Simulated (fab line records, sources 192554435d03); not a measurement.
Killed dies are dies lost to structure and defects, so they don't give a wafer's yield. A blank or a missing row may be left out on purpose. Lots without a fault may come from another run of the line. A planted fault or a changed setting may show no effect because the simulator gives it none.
fab line records | flow n5_finfet
record lots=9 wafers=27 last_day=18
route steps=1938 shown HKMG_FIN@386 BEOL_M4@1111 PASSIVATION@1936
lots that met no fault: from a run of the same line without faults
start_h: hours from the record's first day to the start of the lot's first wafer shown | wait_h: hours since the lot's step before | " the same as in the row above | L1.1+2: a row that stands for several wafers | - no value, or no start given | * or withheld: withheld | < > ~ a bound
route shown NAME@n: a module of which the file shows steps, and the number in the route of the first | usual: mean/standard deviation of fault-free wafers | same: alike in all rows | chamber/n: place in a boat | sites: the reading at each site | _std_site: their standard deviation | _edge_site: outer sites' mean less inner sites' | radius_mm: how far each site lies from the wafer's centre | mask NAME#n: copy n | behind: the tool/chamber that last shaped the wafer | hold: why the lot was held/for how many hours/how that ended | device: the transistor (n, p or np) that didn't switch | end of line: the same wafers' tests at the end of the route | a step without rows: its recipe alone | killed: dies lost to structure and defects at the first sort, not the wafer's yield | map: a wafer's dies, x killed, . not, _ none there
set.NAME: the setting as run; set.NAME@STEP: as run at that earlier step | model.NAME: the simulator's own value behind a step, which no gauge read
steps of the route over a sample of lots; a table a step, a row a wafer
services: from which hour (start_h, from the record's first day; less than 0 if before it) a tool's chamber was out of use, for how many hours, and why
## steps
# step N5_HKMG_FIN_HK_ALD_01
# recipe material=HfO2 target_thk_a=16 temp_c=withheld ald_precursor_family=HfCl4 ald_co_reactant=H2O pulse_time_s=3 purge_time_s=3 co_reactant_purge_time_s=2.5 co_reactant_pulse_time_s=0.3 ald_cycles=30
# usual precursor_pulse_height_rel=0.999/0.02
# columns lot.wafer tool chamber start_h wait_h precursor_pulse_height_rel
L188.1 ald_hk-03 1 72.10 0.0 0.987
L188.4 " 2 " " 1.018
L188.5 " 3 " " 1.032
L191.2 ald_hk-03 1 89.74 0.0 0.991
L191.3 " 3 " " 1.002
L191.5 " 2 " " 0.997
L193.1 ald_hk-03 1 102.58 0.1 0.994
L193.2 " 2 " " 0.998
L193.5 " 0 " " 0.986
L195.2 ald_hk-01 2 114.86 0.0 0.977
L195.5 " 3 " " 0.974
L195.6 " 2 " " 0.997
L204.3 ald_hk-03 3 165.60 0.0 0.973
L204.4 " 2 " " 0.989
L204.6 " 3 " " 1.031
L205.2 ald_hk-03 3 180.12 0.0 1.012
L205.4 " 1 " " 1.024
L205.5 " 1 " " 0.976
L208.2 ald_hk-01 1 189.71 0.0 1.030
L208.3 " 3 " " 0.956
L208.6 " 2 " " 0.992
L209.1 ald_hk-02 3 197.58 0.0 1.025
L209.3 " 1 " " 0.988
L209.5 " 0 " " 1.018
L211.1 ald_hk-02 1 210.97 0.0 0.986
L211.2 " 2 " " 0.984
L211.4 " 3 " " 0.973
# step N5_HKMG_FIN_INSPECT_61
# recipe mode=adi inspect_instrument=macro
# usual raw_defect_count=1.9/1.3
# columns lot.wafer tool chamber start_h wait_h raw_defect_count
L188.1 defect_inspect-02 - 73.10 0.0 2
L188.4 " - " " 3
L188.5 " - " " 2
L191.2 defect_inspect-02 - 90.89 0.0 2
L191.3 " - " " 1
L191.5 " - " " 2
L193.1 defect_inspect-02 - 103.73 0.0 1
L193.2 " - " " 1
L193.5 " - " " 2
L195.2 defect_inspect-02 - 116.04 0.0 2
L195.5 " - " " 2
L195.6 " - " " 3
L204.3 defect_inspect-01 - 166.50 0.0 2
L204.4 " - " " 1
L204.6 " - " " 3
L205.2 defect_inspect-02 - 181.52 0.0 1
L205.4 " - " " 1
L205.5 " - " " 1
L208.2 defect_inspect-01 - 190.81 0.0 2
L208.3 " - " " 2
L208.6 " - " " 0
L209.1 defect_inspect-01 - 198.45 0.0 3
L209.3 " - " " 0
L209.5 " - " " 5
L211.1 defect_inspect-02 - 211.84 0.0 1
L211.2 " - " " 2
L211.4 " - " " 1
# step N5_HKMG_FIN_DESCUM_53
# recipe chemistry=O2 time_s=7.9 source_power_w=50 bias_power_w=20 pressure_mtorr=20 rf_frequency_hz=2.712e+07 temp_c=40 resist=CAR-ArF o2_flow_sccm=225
# usual drypump_motor_current_A=5.6/0.56 oes_product_au=0.78/0.09 rf_vpp_V=243.2/1.3 showerhead_plenum_p_Torr=2.11/0.071 throttle_valve_pct=20.45/0.29
# columns lot.wafer tool chamber start_h wait_h drypump_motor_current_A oes_product_au rf_hours_counter_h rf_vpp_V showerhead_plenum_p_Torr throttle_valve_pct
L188.1 rie_diel-06 1 73.13 0.0 5.6 0.71 198 244.6 2.18 20.98
L188.4 " 0 " " 4.8 0.92 18 243.3 2.05 20.21
L188.5 " 1 " " 5.5 0.72 - 243.1 2.18 20.99
L191.2 rie_diel-05 1 91.06 0.2 5.4 0.70 207 243.2 2.10 20.61
L191.3 " 3 " " 5.7 0.70 237 241.7 2.07 20.80
L191.5 " 1 " " 5.4 0.70 - 242.1 2.10 20.60
L193.1 rie_diel-05 2 103.77 0.0 6.4 0.96 3 245.7 2.23 20.22
L193.2 " 1 " " 5.4 0.69 214 243.6 2.10 20.61
L193.5 " 1 " " 5.4 0.70 - 243.2 2.10 20.62
L195.2 rie_diel-06 3 116.08 0.0 5.7 0.72 232 243.2 2.09 20.54
L195.5 " 0 " " 4.8 0.90 - 242.5 2.05 20.23
L195.6 " 3 " " 5.7 0.70 - 242.7 2.09 20.54
L204.3 rie_diel-06 3 166.53 0.0 5.7 0.70 248 243.2 2.09 20.56
L204.4 " 2 " " 6.4 0.93 20 244.5 2.25 20.39
L204.6 " 0 " " 4.9 0.88 - 241.2 2.04 20.25
L205.2 rie_diel-02 1 181.56 0.0 5.3 0.75 172 242.3 2.09 20.33
L205.4 " 2 " " 4.7 0.79 120 243.3 2.20 20.10
L205.5 " 3 " " 6.5 0.70 - 242.8 2.07 20.57
L208.2 rie_diel-05 2 190.96 0.2 6.5 0.88 36 245.6 2.21 20.26
L208.3 " 0 " " 5.4 0.79 116 242.6 2.02 20.27
L208.6 " 0 " " 5.4 0.79 - 241.3 2.02 20.26
L209.1 rie_diel-02 1 198.48 0.0 5.3 0.74 177 243.9 2.09 20.35
L209.3 " 3 " " 6.5 0.70 214 243.2 2.07 20.57
L209.5 " 0 " " 5.5 0.77 - 241.7 2.07 20.13
L211.1 rie_diel-02 0 213.03 1.2 5.5 0.76 143 242.9 2.07 20.14
L211.2 " 1 " " 5.3 0.74 184 243.0 2.09 20.36
L211.4 " 2 " " 4.7 0.76 133 246.0 2.19 20.13
# step N5_HKMG_FIN_STRIP_93
# recipe chemistry=N2/H2 material=SOC time_s=20 power_w=500 temp_c=40 pressure_mtorr=50 rf_frequency_hz=6e+07 bias_power_w=8 h2_frac=0.5 n2_flow_sccm=300 h2_flow_sccm=300
# usual drypump_motor_current_A=5.6/0.56 oes_product_au=0.78/0.087 rf_vpp_V=54.2/0.84 showerhead_plenum_p_Torr=3.37/0.095 throttle_valve_pct=18.9/0.47
# columns lot.wafer tool chamber start_h wait_h drypump_motor_current_A oes_product_au rf_hours_counter_h rf_vpp_V showerhead_plenum_p_Torr throttle_valve_pct
L188.1 rie_diel-06 1 73.86 0.2 5.6 0.71 198 54.8 3.43 18.7
L188.4 " 0 " " 4.8 0.92 18 55.0 3.32 19.7
L188.5 " 1 " " 5.6 0.71 - 54.1 3.43 18.7
L191.2 rie_diel-05 1 91.79 0.2 5.5 0.71 208 53.9 3.32 19.1
L191.3 " 3 " " 5.7 0.68 238 54.6 3.32 19.8
L191.5 " 1 " " 5.4 0.71 - 52.4 3.32 19.1
L193.1 rie_diel-05 2 104.50 0.2 6.5 0.94 3 55.2 3.57 19.0
L193.2 " 1 " " 5.5 0.71 215 53.7 3.31 19.1
L193.5 " 1 " " 5.5 0.70 - 54.0 3.31 19.2
L195.2 rie_diel-06 3 116.80 0.2 5.7 0.70 233 55.2 3.28 18.6
L195.5 " 0 " " 4.9 0.89 - 54.8 3.32 19.7
L195.6 " 3 " " 5.7 0.70 - 55.0 3.28 18.6
L204.3 rie_diel-06 3 167.26 0.2 5.7 0.68 248 54.2 3.27 18.6
L204.4 " 2 " " 6.4 0.92 20 56.0 3.56 18.3
L204.6 " 0 " " 4.9 0.87 - 54.4 3.31 19.7
L205.2 rie_diel-02 1 182.28 0.2 5.3 0.74 172 53.4 3.35 18.9
L205.4 " 2 " " 4.7 0.78 120 54.9 3.48 18.2
L205.5 " 3 " " 6.5 0.71 - 53.2 3.34 18.8
L208.2 rie_diel-05 2 191.68 0.2 6.5 0.85 36 55.0 3.55 19.0
L208.3 " 0 " " 5.5 0.78 117 54.0 3.27 19.4
L208.6 " 0 " " 5.5 0.78 - 55.5 3.27 19.3
L209.1 rie_diel-02 1 199.21 0.2 5.3 0.74 177 53.8 3.34 18.9
L209.3 " 3 " " 6.5 0.70 214 55.0 3.33 18.8
L209.5 " 0 " " 5.5 0.80 - 54.7 3.39 18.9
L211.1 rie_diel-02 0 213.76 0.2 5.5 0.79 143 54.0 3.39 19.0
L211.2 " 1 " " 5.3 0.74 185 53.6 3.34 18.9
L211.4 " 2 " " 4.7 0.77 134 54.9 3.48 18.2
# step N5_HKMG_FIN_THK_MEAS_70
# recipe thk_meas_gauge=xrf reads=HfO2_of_HKMG_FIN_HK_ALD_01
# usual HK_THK=1.611/0.018
# columns lot.wafer tool chamber start_h wait_h HK_THK[nm]
L188.1 film_metro-01 - 75.54 0.2 1.604
L188.4 " - " " 1.621
L188.5 " - " " 1.609
L191.2 film_metro-01 - 93.49 0.2 1.606
L191.3 " - " " 1.629
L191.5 " - " " 1.618
L193.1 film_metro-02 - 106.27 0.2 1.595
L193.2 " - " " 1.632
L193.5 " - " " 1.614
L195.2 film_metro-01 - 118.66 0.2 1.601
L195.5 " - " " 1.614
L195.6 " - " " 1.620
L204.3 film_metro-02 - 168.95 0.2 1.335
L204.4 " - " " 1.342
L204.6 " - " " 1.342
L205.2 film_metro-02 - 184.18 0.2 1.338
L205.4 " - " " 1.379
L205.5 " - " " 1.338
L208.2 film_metro-01 - 193.46 0.2 1.623
L208.3 " - " " 1.590
L208.6 " - " " 1.630
L209.1 film_metro-01 - 200.90 0.2 1.615
L209.3 " - " " 1.623
L209.5 " - " " 1.617
L211.1 film_metro-02 - 215.57 0.2 1.632
L211.2 " - " " 1.602
L211.4 " - " " 1.606
# step N5_BEOL_M4_RC_MEAS_101
# usual DIBL_N=37.1/2.4 DIBL_P=37/3 IOFF_N=0.18/0.053 IOFF_P=0.21/0.05 ION_N=674/14 ION_P=459/9.2 SS_N=72.1/0.9 SS_P=73.4/0.89 VT_N=250/3.8 VT_P=-251/3.7
# columns lot.wafer tool chamber start_h wait_h DIBL_N[mV/V] DIBL_P[mV/V] IOFF_N[nA/um] IOFF_P[nA/um] ION_N[uA/um] ION_P[uA/um] SS_N[mV/dec] SS_P[mV/dec] VT_N[mV] VT_P[mV]
L188.1 prober-02 0 179.75 0.0 39.7 42 0.23 0.30 684 470 72.4 74.6 245 -248
L188.4 " 0 " " 38.3 39 0.19 0.22 667 455 71.9 73.9 249 -253
L188.5 " 0 " " 39.1 41 0.21 0.27 673 467 72.2 74.2 245 -248
L193.1 prober-02 0 205.69 0.0 40.3 37 0.26 0.19 659 447 74.5 73.1 250 -253
L193.2 " 0 " " 35.2 35 0.13 0.16 654 445 70.6 73.0 253 -254
L193.5 " 0 " " 36.3 36 0.14 0.17 655 441 71.5 72.5 252 -254
L191.2 prober-01 0 205.80 0.2 37.7 39 0.20 0.25 688 467 71.6 73.7 248 -248
L191.3 " 0 " " 36.7 37 0.19 0.23 681 464 72.0 72.7 245 -248
L191.5 " 0 " " 37.9 38 0.20 0.23 664 453 73.0 73.8 247 -248
L195.2 prober-02 0 213.79 0.2 36.1 34 0.14 0.20 674 464 72.4 72.6 252 -250
L195.5 " 0 " " 33.4 31 0.11 0.16 656 453 71.2 71.6 256 -252
L195.6 " 0 " " 36.5 36 0.15 0.22 677 474 72.2 73.4 253 -250
L204.3 prober-02 0 274.10 0.3 35.3 33 0.13 0.16 663 454 70.9 72.4 250 -255
L204.4 " 0 " " 39.8 40 0.20 0.25 685 468 72.8 74.7 248 -247
L204.6 " 0 " " 37.4 37 0.15 0.21 666 458 71.4 73.0 251 -250
L205.2 prober-02 0 282.61 0.2 32.8 32 0.11 0.16 661 456 70.1 71.6 256 -254
L205.4 " 0 " " 36.2 36 0.17 0.23 673 466 71.6 73.3 248 -248
L205.5 " 0 " " 34.8 32 0.13 0.18 665 460 71.4 72.0 254 -251
L208.2 prober-02 0 288.24 0.2 41.6 41 0.28 0.27 683 463 73.6 75.0 243 -248
L208.3 " 0 " " 35.2 35 0.14 0.17 651 446 71.9 72.9 255 -255
L208.6 " 0 " " 39.3 38 0.24 0.23 682 461 73.2 74.9 247 -251
L209.1 prober-02 0 309.30 0.0 32.5 33 0.12 0.14 665 453 71.2 72.1 252 -255
L209.3 " 0 " " 36.1 37 0.17 0.18 690 459 71.7 72.8 249 -255
L209.5 " 0 " " 37.3 39 0.21 0.22 697 464 72.5 74.6 244 -252
L211.1 prober-01 0 312.45 0.0 34.9 35 0.13 0.16 662 456 71.0 73.0 254 -253
L211.2 " 0 " " 37.6 38 0.16 0.19 662 448 71.7 73.5 254 -253
L211.4 " 0 " " 37.8 39 0.19 0.22 681 460 71.8 73.7 249 -252
# step N5_PASSIVATION_PROBE_49
# usual defect_limited_yield=91.6/1.4 killed_at_M0_to_M3=32/9.5 killed_at_M4_up=13/6 killed_at_contacts=12/5.6 killed_at_front_end=39/11 killed_at_other=2.8/2.3 killed_dies=99/16 killed_on_rim=12/3.4 killed_open=65/12 killed_short=32/7.6 sort_bin_4_leakage=0.1/0.88 sort_bin_5_function=4.8/0.88 sort_bin_6_memory=3.2/0.65 sort_n_pass=1077/29 sort_yield_pct=91.2/2.5
# same gross_dies=1180 killed_at_back_side=0 sort_bin_8_speed[%]=0
# columns lot.wafer tool chamber start_h wait_h defect_limited_yield[%] killed_at_M0_to_M3 killed_at_M4_up killed_at_contacts killed_at_front_end killed_at_other killed_dies killed_on_rim killed_open killed_short sort_bin_4_leakage[%] sort_bin_5_function[%] sort_bin_6_memory[%] sort_n_pass sort_yield_pct[%]
L204.3 prober-01 - 375.82 0.8 91.4 35 19 9 35 3 101 9 75 26 0 5.2 3.0 1079 91.4
L205.2 prober-02 - 397.35 0.7 92.5 37 7 17 25 2 88 10 59 29 0 4.4 2.8 1092 92.5
L205.4 prober-02 - 397.45 0.8 90.1 33 20 5 59 0 117 21 65 42 0 5.2 3.1 1063 90.1
L205.5 prober-02 - 397.50 0.8 90.3 45 6 12 50 1 114 14 68 38 0 5.9 2.9 1066 90.3
# killed by level:class
L204.3 BEOL_M4:geometric_particle:open=13 FIN_SAQP:geometric_particle:open=8 STI_FIN_REVEAL:geometric_particle:open=8 MOL_CONTACT_COAG:geometric_particle:open=8 BEOL_M0_SAQP:geometric_particle:open=7 BEOL_M0_SAQP:geometric_particle:short=6 BEOL_M2:geometric_particle:open=6 DUMMY_GATE:geometric_particle:open=5
L205.2 MOL_CONTACT_COAG:geometric_particle:open=13 BEOL_M0_SAQP:geometric_particle:open=10 BEOL_M0_SAQP:geometric_particle:short=9 STI_FIN_REVEAL:geometric_particle:open=8 BEOL_M2:geometric_particle:open=7 MOL_CONTACT_COAG:geometric_particle:short=4 BEOL_M1:geometric_particle:open=4 GATE_CUT:geometric_particle:open=3
L205.4 FIN_SAQP:geometric_particle:open=16 FIN_SAQP:geometric_particle:short=11 BEOL_M0_SAQP:geometric_particle:short=9 HKMG_FIN:area_etch=9 BEOL_M0_SAQP:geometric_particle:open=8 STI_FIN_REVEAL:geometric_particle:open=6 BEOL_M1:geometric_particle:open=5 BEOL_M2:geometric_particle:open=5
L205.5 FIN_SAQP:geometric_particle:open=12 BEOL_M0_SAQP:geometric_particle:open=12 BEOL_M0_SAQP:geometric_particle:short=12 BEOL_M1:geometric_particle:open=11 MOL_CONTACT_COAG:geometric_particle:open=10 FIN_SAQP:geometric_particle:short=9 HKMG_FIN:area_etch=7 BEOL_M2:geometric_particle:open=5
## services
# columns tool chamber start_h hours kind
ald_hk-02 - 63.88 26.4 repair
ald_hk-03 - 77.32 0.9 repair
rie_diel-05 2 83.03 - clean
rie_diel-05 2 83.03 - consumable_replace:focus_ring
rie_diel-05 2 83.03 - consumable_replace:showerhead
rie_diel-05 2 83.03 13.0 scheduled_down
rie_diel-05 2 83.03 13.0 vent_cycle
ald_hk-01 - 85.41 4.3 pm
rie_diel-06 2 92.18 - clean
rie_diel-06 2 92.18 - consumable_replace:focus_ring
rie_diel-06 2 92.18 - consumable_replace:showerhead
rie_diel-06 0 93.20 17.5 repair
ald_hk-01 - 109.53 1.1 repair
rie_diel-05 2 111.68 4.3 repair
ald_hk-03 - 124.95 1.5 repair
ald_hk-03 - 127.23 1.3 repair
ald_hk-02 - 130.79 8.7 pm
ald_hk-02 - 142.67 6.6 repair
rie_diel-05 0 153.50 6.6 repair
ald_hk-01 - 179.93 8.7 pm
ald_hk-03 - 197.26 1.2 pm
rie_diel-05 - 198.73 14.6 pm
ald_hk-01 - 205.40 6.0 pm
ald_hk-03 - 207.88 2.4 repair
## key
first_sign step=N5_HKMG_FIN_THK_MEAS_70 reading=HK_THK direction=down sigmas=14 usual=1.611 struck=1.346
effect none on later readings
met_at N5_HKMG_FIN_HK_ALD_01
struck_lots L204,L205
not_acting_at N5_HKMG_FIN_INSPECT_61,N5_HKMG_FIN_DESCUM_53,N5_HKMG_FIN_STRIP_93
onset_between 102.58 165.60
fault kind=site_profile_drift tool=ald_hk-03 chamber=- onset_h=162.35 steps=N5_HKMG_FIN_HK_ALD_01 basis=fraction max_abs_drift=0.35785 slope_share_per_hr=79.522 site_pattern=0,0,0,0,0,-1,-1,-1,-1
